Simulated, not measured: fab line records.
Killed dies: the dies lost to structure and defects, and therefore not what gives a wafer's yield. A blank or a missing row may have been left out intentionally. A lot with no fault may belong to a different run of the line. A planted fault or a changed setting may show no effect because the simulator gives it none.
Which tool was responsible? | flow nand_harc | 12 lots with 36 wafers sampled at 6 steps, on a route of 1159 steps

## WHAT EACH GAUGE READ, for each wafer
NHARC_A_M1_OVL_MEAS_10: pitch 240 nm.
lot  | measured     | on         | overlay_x_nm (nm)
L075 | day 18 09:36 | overlay-01 | 0.6 0.5 0.5
L077 | day 18 15:02 | overlay-02 | -0.3 -0.4 -0.8
L078 | day 19 02:56 | overlay-01 | 0.2 0.4 -0.5
L082 | day 20 04:37 | overlay-01 | -1.0 -0.5 -1.5
L080 | day 20 09:41 | overlay-02 | 1.6 1.5 1.3
L085 | day 21 10:37 | overlay-02 | 0.0 0.2 0.6
L087 | day 22 04:31 | overlay-02 | 2.7 2.8 2.5
L088 | day 22 06:57 | overlay-02 | 1.8 0.9 1.5
L090 | day 22 19:05 | overlay-01 | -0.4 -0.4 -0.4
L094 | day 23 03:11 | overlay-01 | -0.8 -1.0 -0.5
L093 | day 23 07:52 | overlay-02 | -0.5 -0.8 -0.3
L097 | day 23 19:36 | overlay-02 | 0.5 1.1 0.1

## EACH LOT AND THE TOOL THAT RAN IT (in order: tool; ch and the chambers of the sampled wafers; start)
lot  | NHARC_A_CONTACT_ETCH_137             | NHARC_A_CONTACT_ETCH_139             | NHARC_A_BLC_ETCH_18                           | NHARC_A_M0_ETCH_15                            | NHARC_A_M0_DEGAS_28
L075 | har_cap_etch-02 ch 0, day 17 16:13   | har_cap_etch-02 ch 0, day 17 16:28   | rie_diel-10 ch 0,1,3, day 18 06:42 or earlier | rie_diel-12 ch 0,2, day 18 06:42 or earlier   | pvd_sputter-02, day 18 06:42
L077 | har_cap_etch-02 ch 0,1, day 18 01:17 | har_cap_etch-02 ch 0,1, day 18 01:32 | rie_diel-10 ch 0,1,2, day 18 11:04 or earlier | rie_diel-09 ch 0,1,2, day 18 11:04 or earlier | pvd_sputter-03, day 18 11:04
L078 | har_cap_etch-01 ch 0,1, day 18 12:10 | har_cap_etch-01 ch 0,1, day 18 12:24 | rie_diel-10 ch 1,2,3, day 19 00:00 or earlier | rie_diel-12 ch 0,2,3, day 19 00:00 or earlier | pvd_sputter-03, day 19 00:00
L082 | har_cap_etch-01 ch 0,1, day 19 13:50 | har_cap_etch-01 ch 0,1, day 19 14:04 | rie_diel-02 ch 0,1,2, day 20 01:32 or earlier | rie_diel-12 ch 0,1,3, day 20 01:32 or earlier | pvd_sputter-01, day 20 01:32
L080 | har_cap_etch-01 ch 0,1, day 19 21:47 | har_cap_etch-01 ch 0,1, day 19 22:03 | rie_diel-10 ch 0,1,3, day 20 06:47 or earlier | rie_diel-01 ch 1,2,3, day 20 06:47 or earlier | pvd_sputter-02, day 20 06:47
L085 | har_cap_etch-03 ch 0,1, day 20 08:45 | har_cap_etch-03 ch 0,1, day 20 09:06 | rie_diel-10 ch 0,1,2, day 21 07:35 or earlier | rie_diel-12 ch 0,1,2, day 21 07:35 or earlier | pvd_sputter-01, day 21 07:35
L087 | har_cap_etch-01 ch 0,1, day 21 10:40 | har_cap_etch-01 ch 0,1, day 21 10:54 | rie_diel-02 ch 0,2,3, day 22 01:12 or earlier | rie_diel-12 ch 0,2,3, day 22 01:12 or earlier | pvd_sputter-02, day 22 01:12
L088 | har_cap_etch-03 ch 0,1, day 21 16:55 | har_cap_etch-03 ch 0,1, day 21 17:16 | rie_diel-02 ch 0,1,2, day 22 03:51 or earlier | rie_diel-12 ch 1,2,3, day 22 03:51 or earlier | pvd_sputter-02, day 22 03:51
L090 | har_cap_etch-03 ch 0,1, day 22 03:58 | har_cap_etch-03 ch 0,1, day 22 04:17 | rie_diel-02 ch 1,2,3, day 22 15:43 or earlier | rie_diel-12 ch 1,2,3, day 22 15:43 or earlier | pvd_sputter-03, day 22 15:43
L094 | har_cap_etch-02 ch 0,1, day 22 14:26 | har_cap_etch-02 ch 0,1, day 22 14:41 | rie_diel-02 ch 0,1,3, day 23 00:05 or earlier | rie_diel-09 ch 0,1,3, day 23 00:05 or earlier | pvd_sputter-02, day 23 00:05
L093 | har_cap_etch-02 ch 1, day 22 17:33   | har_cap_etch-02 ch 1, day 22 17:49   | rie_diel-02 ch 0,2, day 23 04:21 or earlier   | rie_diel-12 ch 1,3, day 23 04:21 or earlier   | pvd_sputter-01, day 23 04:21
L097 | har_cap_etch-03 ch 0,1, day 23 05:35 | har_cap_etch-03 ch 0,1, day 23 05:51 | rie_diel-04 ch 1,2,3, day 23 16:29 or earlier | rie_diel-09 ch 0,1, day 23 16:29 or earlier   | pvd_sputter-03, day 23 16:29
- NHARC_A_CONTACT_ETCH_137: etches the open film in C4F8/O2/Ar, time 132 s, target depth 1287 nm.
- NHARC_A_CONTACT_ETCH_139: etches the open film in C4F8/O2/Ar, time 137 s, target depth 590 nm.
- NHARC_A_BLC_ETCH_18: etches the open film in C4F8/O2/Ar, target depth 910 nm.
- NHARC_A_M0_ETCH_15: etches the open film in C4F8/Ar, target depth 150 nm, overetch 15 nm, time 82.5 s.
- NHARC_A_M0_DEGAS_28: time 60 s.

## THE ANSWER, worked out from the rows above alone
Rule: the usual values come from the lots themselves. Put in order of their means at a reading, lots are off if they are a third of the lots or fewer, leave a main group of 4 or more, and stand apart from it by a gap of 3 or more times the standard deviation of the main group's means; of several such gaps the widest counts. Not used: any main group whose means are identical at the precision the tables above print for the reading. A lot without any number at a reading at which 4 lots or more have one is off too. All remaining lots with rows at the step are treated as sound.
None of the lots is off at any reading shown; this tells nothing.

## WHAT THE SIMULATOR PUT IN
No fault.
